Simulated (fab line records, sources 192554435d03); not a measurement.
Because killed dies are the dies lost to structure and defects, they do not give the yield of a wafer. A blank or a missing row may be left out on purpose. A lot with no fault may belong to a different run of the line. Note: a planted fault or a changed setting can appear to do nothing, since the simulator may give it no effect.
The tool behind it: which one? | flow n5 finfet | 27 wafers from 10 lots sampled at 6 of the route's 1938 steps

== WHAT EACH GAUGE READ, for each wafer ==
N5_BEOL_M11_THK_MEAS_53: measures by xrf.
lot  | measured     | on            | M11_THK (nm)
L486 | day 10 20:28 | film metro-02 | 135 134 135
L489 | day 11 06:29 | film metro-01 | 136 139 139
L487 | day 11 06:35 | film metro-01 | 138 140 137
L493 | day 12 07:34 | film metro-02 | 133 135
L494 | day 12 15:20 | film metro-02 | 133 137
L495 | day 12 16:21 | film metro-01 | 141 139
L501 | day 14 14:40 | film metro-01 | 139 136 137
L506 | day 15 17:33 | film metro-02 | 138 139 137
L508 | day 16 03:41 | film metro-02 | 136 135 139
L507 | day 16 16:02 | film metro-02 | 139 137 134

N5_BEOL_M12_CD_MEAS_10: the cd target is 140 nm.
lot  | measured     | on        | cd nm (nm)
L486 | day 10 21:13 | cd sem-01 | 139.5 138.9 139.4
L489 | day 11 07:14 | cd sem-01 | 139.7 141.4 141.6
L487 | day 11 07:24 | cd sem-02 | 141.5 139.7 140.8
L493 | day 12 08:11 | cd sem-01 | 140.5 138.8
L494 | day 12 15:58 | cd sem-03 | 140.2 139.8
L495 | day 12 17:06 | cd sem-03 | 138.4 140.2
L501 | day 14 15:26 | cd sem-02 | 142.1 138.4 138.3
L506 | day 15 18:14 | cd sem-03 | 141.7 141.3 141.6
L508 | day 16 04:28 | cd sem-01 | 139.6 140.0 141.4
L507 | day 16 16:50 | cd sem-03 | 142.2 140.6 141.2

N5_BEOL_M12_CD_MEAS_17: the cd target is 140 nm.
lot  | measured     | on        | cd nm (nm)
L486 | day 10 21:54 | cd sem-01 | 140.4 139.9 139.9
L489 | day 11 07:49 | cd sem-01 | 141.0 141.9 141.2
L487 | day 11 07:59 | cd sem-02 | 142.3 140.0 141.1
L493 | day 12 08:46 | cd sem-03 | 141.1 135.3
L494 | day 12 16:32 | cd sem-03 | 139.5 137.6
L495 | day 12 18:01 | cd sem-02 | 138.5 136.0
L501 | day 14 16:01 | cd sem-03 | 143.8 140.2 139.3
L506 | day 15 18:49 | cd sem-01 | 141.9 141.2 141.2
L508 | day 16 05:02 | cd sem-01 | 139.5 140.8 141.4
L507 | day 16 17:25 | cd sem-01 | 142.6 141.8 142.4

== WHICH TOOL RAN EACH LOT (tool, then ch and the chambers of the sampled wafers, then the start) ==
lot  | N5_BEOL_M11_DEGAS_44         | N5_BEOL_M12_ETCH_59                | N5_BEOL_M12_STRIP_63
L486 | pvd sputter-02, day 10 18:51 | rie diel-02 ch 0,2,3, day 10 21:27 | plasma asher-02 ch 0,1, day 10 21:42
L489 | pvd sputter-03, day 11 04:08 | rie diel-02 ch 0,2, day 11 07:22   | plasma asher-02 ch 0,1, day 11 07:37
L487 | pvd sputter-03, day 11 04:34 | rie diel-04 ch 0,2,3, day 11 07:33 | plasma asher-01 ch 0,1, day 11 07:47
L493 | pvd sputter-02, day 12 05:34 | rie diel-04 ch 0,3, day 12 08:19   | plasma asher-02 ch 0,1, day 12 08:34
L494 | pvd sputter-03, day 12 13:33 | rie diel-04 ch 3, day 12 16:05     | plasma asher-02 ch 1, day 12 16:20
L495 | pvd sputter-02, day 12 13:44 | rie diel-04 ch 0,1, day 12 17:33   | plasma asher-01 ch 1, day 12 17:48
L501 | pvd sputter-03, day 14 11:49 | rie diel-01 ch 1,2, day 14 15:33   | plasma asher-01 ch 0,1, day 14 15:48
L506 | pvd sputter-01, day 15 13:52 | rie diel-01 ch 1,2, day 15 18:21   | plasma asher-01 ch 0,1, day 15 18:36
L508 | pvd sputter-02, day 16 01:45 | rie diel-04 ch 0,2, day 16 04:35   | plasma asher-02 ch 0,1, day 16 04:51
L507 | pvd sputter-02, day 16 12:50 | rie diel-04 ch 1,2,3, day 16 16:58 | plasma asher-02 ch 0,1, day 16 17:13
- N5_BEOL_M11_DEGAS_44: time 60 s.
- N5_BEOL_M12_ETCH_59: etches BARC in N2/H2, target depth 89 nm, overetch 26.7 nm, time 67.9 s.
- N5_BEOL_M12_STRIP_63: strips in N2/H2.

== AS READ BY THE TOOLS THEMSELVES (means over the sampled wafers that have a number; for cases with no such wafer, the mark the record gives instead) ==
N5_BEOL_M11_DEGAS_44.
lot  | tool           | heater power w (W)
L486 | pvd sputter-02 | 306
L489 | pvd sputter-03 | 316
L487 | pvd sputter-03 | 307
L493 | pvd sputter-02 | 291
L494 | pvd sputter-03 | 326
L495 | pvd sputter-02 | 298
L501 | pvd sputter-03 | 320
L506 | pvd sputter-01 | 308
L508 | pvd sputter-02 | 306
L507 | pvd sputter-02 | 291

N5_BEOL_M12_ETCH_59.
lot  | tool        | drypump motor current A (A) | oes product au (a.u.) | rf vpp V (V) | showerhead plenum p Torr (Torr) | throttle valve pct (%)
L486 | rie diel-02 | 5.2                         | 0.61                  | 521.5        | 2.49                            | 18.10
L489 | rie diel-02 | 5.4                         | 0.62                  | 523.6        | 2.48                            | 18.13
L487 | rie diel-04 | 5.5                         | 0.71                  | 525.5        | 2.58                            | 18.12
L493 | rie diel-04 | 5.5                         | 0.69                  | 525.8        | 2.56                            | 18.04
L494 | rie diel-04 | 5.4                         | 0.65                  | 523.4        | 2.56                            | 18.05
L495 | rie diel-04 | 5.2                         | 0.74                  | 524.4        | 2.52                            | 17.80
L501 | rie diel-01 | 5.9                         | 0.65                  | 522.6        | 2.51                            | 17.94
L506 | rie diel-01 | 5.9                         | 0.65                  | 522.4        | 2.50                            | 17.96
L508 | rie diel-04 | 5.6                         | 0.69                  | 524.9        | 2.57                            | 18.16
L507 | rie diel-04 | 5.3                         | 0.69                  | 523.0        | 2.53                            | 18.02

N5_BEOL_M12_STRIP_63.
lot  | tool            | drypump motor current A (A) | heater power w (W) | oes product au (a.u.) | strip time to endpoint s (s) | temp c (C)
L486 | plasma asher-02 | 6.05                        | 311                | 0.694                 | 43.2                         | 249.96
L489 | plasma asher-02 | 6.04                        | 309                | 0.690                 | 42.2                         | 249.97
L487 | plasma asher-01 | 5.72                        | 325                | 0.698                 | 42.1                         | 250.00
L493 | plasma asher-02 | 6.04                        | 300                | 0.696                 | 44.8                         | 250.11
L494 | plasma asher-02 | 5.91                        | 278                | 0.698                 | 44.6                         | 250.06
L495 | plasma asher-01 | 5.98                        | 308                | 0.693                 | 44.5                         | 250.03
L501 | plasma asher-01 | 5.75                        | 332                | 0.694                 | 43.3                         | 250.09
L506 | plasma asher-01 | 5.87                        | 313                | 0.693                 | 42.5                         | 249.99
L508 | plasma asher-02 | 5.96                        | 299                | 0.692                 | 42.4                         | 249.83
L507 | plasma asher-02 | 5.96                        | 299                | 0.693                 | 42.6                         | 249.91

== THE ANSWER, worked out from the rows above alone ==
Rule: what is usual is taken from the lots themselves. Put in order of their means at a reading, lots are off if they are a third of the lots or fewer, leave a main group of 4 or more, and stand apart from it by a gap of 3 or more times the standard deviation of the main group's means; of several such gaps the widest counts. If all means in a main group match to the digits the tables above print for the reading, that group is not used. A lot without any number at a reading at which 4 lots or more have one is off too. Any other lot the step has rows for is counted as sound. Order of review: gauges by route order, followed by the tools' own readings, for which a lot's mean as printed above is used. At the first step where some lot is off, the reading lying furthest off is the one used; lots without a number count as furthest.
None of the lots is off at any reading shown; this tells nothing.

== WHAT WAS PUT IN BY THE SIMULATOR ==
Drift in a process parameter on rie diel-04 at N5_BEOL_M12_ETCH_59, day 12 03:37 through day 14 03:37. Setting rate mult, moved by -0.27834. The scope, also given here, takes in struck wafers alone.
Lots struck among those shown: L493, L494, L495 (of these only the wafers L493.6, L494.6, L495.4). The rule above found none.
